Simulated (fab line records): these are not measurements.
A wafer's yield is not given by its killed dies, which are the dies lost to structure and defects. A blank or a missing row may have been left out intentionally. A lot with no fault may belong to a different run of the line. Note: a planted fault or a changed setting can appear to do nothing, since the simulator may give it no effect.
Matching of chambers | flow nandHarc | rieDiel-02 running NHARC_A_STAIRCASE_ETCH_169: 4 sister chambers
The step etches the open film in CH3F/O2, target depth 50 nm, time 107.1 s. 8 wafers are shown with their chamber, then 9 later ones without.

## WAFERS WITH THEIR CHAMBER
wafer  | chamber | showerheadPlenumPTorr (Torr) | drypumpMotorCurrentA (A)
L076.3 | 1       | 2.53                         | 5.8
L077.2 | 1       | 2.53                         | 5.9
L077.6 | 0       | 2.64                         | 6.1
L078.2 | 3       | 2.38                         | 5.5
L078.6 | 2       | 2.63                         | 6.4
L083.3 | 3       | 2.37                         | 5.5
L083.4 | 0       | 2.64                         | 6.1
L083.6 | 2       | 2.63                         | 6.4

## WAFERS WITH NO CHAMBER GIVEN
wafer  | showerheadPlenumPTorr (Torr) | drypumpMotorCurrentA (A)
L082.1 | 2.64                         | 6.1
L082.2 | 2.37                         | 5.5
L082.5 | 2.52                         | 5.8
L084.4 | 2.52                         | 5.9
L084.5 | 2.62                         | 6.5
L084.6 | 2.63                         | 6.1
L085.2 | 2.62                         | 6.5
L085.5 | 2.62                         | 6.5
L085.6 | 2.37                         | 5.5

## WHICH CHAMBER EACH ONE RAN IN
wafer  | from the rows above | in truth
L082.1 | 0                   | 0
L082.2 | 3                   | 3
L082.5 | 1                   | 1
L084.4 | 1                   | 1
L084.5 | 2                   | 2
L084.6 | 0                   | 0
L085.2 | 2                   | 2
L085.5 | 2                   | 2
L085.6 | 3                   | 3
Placed correctly: 9 of 9. Not placeable from these rows: 0. Wrongly placed: 0.
How it was worked out, from the rows above alone: a wafer's distance from a chamber is the root of the sum, over the readings, of the square of ((its reading less the chamber's mean) divided by the reading's scatter). The wafer belongs to the nearest chamber; if the next one is less than 2 further off, it can't be placed. A chamber's mean is the mean of its shown wafers. The scatter: the root of (the sum of the squares of (reading less its chamber's mean) over the shown wafers, divided by (wafers less chambers)).
